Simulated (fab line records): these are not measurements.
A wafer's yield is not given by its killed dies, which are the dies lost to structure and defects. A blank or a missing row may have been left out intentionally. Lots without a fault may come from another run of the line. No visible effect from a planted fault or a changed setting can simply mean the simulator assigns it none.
Split-lot experiment | flow n5-finfet | route with 1938 steps; 7 lots, 39 wafers read

## THE SPLIT ITSELF
At N5_BEOL_M3_ETCH_41 (etches SiCN in CH3F/O2, target depth 29.9 nm, time 52.5 s), the setting target-depth-a was moved away from the recipe's 299 angstrom on 12 of the 39 wafers read, by -58.9% to +57.5%. This setting was run at the recipe's value on the other wafers.

The split's own step is where the reading is taken.

## THE READING
etch.depth-nm (the simulator's own value, which no gauge read), in nm, at N5_BEOL_M3_ETCH_41 (etches SiCN in CH3F/O2, target depth 29.9 nm, time 52.5 s). There is no usual value for it anywhere in the file. Across the 27 wafers here that went through the recipe, the average is 20.006 nm and the standard deviation 0.27 nm.

wafer  | tool, chamber at the split | target-depth-a as run, angstrom | against the recipe | etch.depth-nm, nm | against lot-mates on the recipe
L075.1 | rie-diel-03, 1             | 299                             | recipe             | 20.22             | -
L075.2 | rie-diel-03, 0             | 299                             | recipe             | 20.08             | -
L075.3 | rie-diel-03, 3             | 299                             | recipe             | 19.71             | -
L075.4 | rie-diel-03, 2             | 299                             | recipe             | 20.18             | -
L075.5 | rie-diel-03, 1             | 299                             | recipe             | 20.3              | -
L075.6 | rie-diel-03, 0             | 299                             | recipe             | 20.14             | -
L074.1 | rie-diel-03, 0             | 471                             | +57.5%             | 31.6              | +11.563
L074.2 | rie-diel-03, 2             | 299                             | recipe             | 20.24             | -
L074.3 | rie-diel-03, 3             | 299                             | recipe             | 19.69             | -
L074.4 | rie-diel-03, 3             | 471                             | +57.5%             | 31.15             | +11.113
L074.5 | rie-diel-03, 0             | 299                             | recipe             | 20.18             | -
L074.6 | rie-diel-03, 2             | 471                             | +57.5%             | 31.71             | +11.673
L082.2 | rie-diel-03, 0             | 299                             | recipe             | 20.1              | -
L082.3 | rie-diel-03, 2             | 299                             | recipe             | 20.09             | -
L082.6 | rie-diel-03, 3             | 299                             | recipe             | 19.7              | -
L088.1 | rie-diel-02, 2             | 457.8                           | +53.1%             | 30.57             | +10.410
L088.2 | rie-diel-02, 0             | 299                             | recipe             | 19.84             | -
L088.3 | rie-diel-02, 1             | 457.8                           | +53.1%             | 29.94             | +9.780
L088.4 | rie-diel-02, 3             | 299                             | recipe             | 20.28             | -
L088.5 | rie-diel-02, 3             | 299                             | recipe             | 20.36             | -
L088.6 | rie-diel-02, 2             | 457.8                           | +53.1%             | 30.75             | +10.590
L089.1 | rie-diel-02, 1             | 299                             | recipe             | 19.57             | -
L089.2 | rie-diel-02, 3             | 299                             | recipe             | 20.5              | -
L089.3 | rie-diel-02, 0             | 299                             | recipe             | 19.97             | -
L089.4 | rie-diel-02, 2             | 299                             | recipe             | 19.91             | -
L089.5 | rie-diel-02, 2             | 299                             | recipe             | 20                | -
L089.6 | rie-diel-02, 3             | 299                             | recipe             | 20.41             | -
L094.1 | rie-diel-03, 1             | 123                             | -58.9%             | 8.539             | -11.324
L094.2 | rie-diel-03, 0             | 123                             | -58.9%             | 8.23              | -11.633
L094.3 | rie-diel-03, 2             | 299                             | recipe             | 20.01             | -
L094.4 | rie-diel-03, 3             | 123                             | -58.9%             | 8.022             | -11.841
L094.5 | rie-diel-03, 3             | 299                             | recipe             | 19.59             | -
L094.6 | rie-diel-03, 2             | 299                             | recipe             | 19.99             | -
L096.1 | rie-diel-01, 0             | 217.6                           | -27.2%             | 14.35             | -5.353
L096.2 | rie-diel-01, 1             | 299                             | recipe             | 19.57             | -
L096.3 | rie-diel-01, 2             | 217.6                           | -27.2%             | 14.49             | -5.213
L096.4 | rie-diel-01, 2             | 299                             | recipe             | 19.98             | -
L096.5 | rie-diel-01, 0             | 217.6                           | -27.2%             | 14.26             | -5.443
L096.6 | rie-diel-01, 1             | 299                             | recipe             | 19.56             | -

FIT RESULTS
A straight line over all 39 wafers: etch.depth-nm changes by +0.199 nm for each +1% of target-depth-a; r = +1.00; the points scatter about the line by 0.28 nm.
The same after taking each lot's own level away (the mean of its wafers on the recipe; 39 wafers): +0.197 nm for each +1%; r = +1.00; scatter 0.25 nm.
On that fit, the largest move of target-depth-a shifts the reading by 12 nm.
Measured against the standard deviation above, the lots' own levels, which go from 19.7033 to 20.1600 nm, span 1.7 times it.
Hence the lot-to-lot level has little effect on the slope; both slopes agree.
Check: -11.6 nm against its lot-mates is what the line predicts for one of the wafers moved furthest among these (-58.9%) when that wafer is left out of the fit. It came out at -11.3 nm against them.

## ADDITIONAL SPLITS CARRIED BY THESE WAFERS
These wafers also went through other splits before the reading. Each is held against what the fit with the lots' levels taken away leaves over:
other split on the same wafers | wafers away from the commonest value | r with etch.depth-nm (lot level and that fit taken away)
N5_BEOL_M2_ETCH_64 time-s      | 9                                    | +0.09

## THE FILE'S OWN FIT
etch.depth-nm changes by +0.197 nm for each +1% of target-depth-a, r = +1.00.
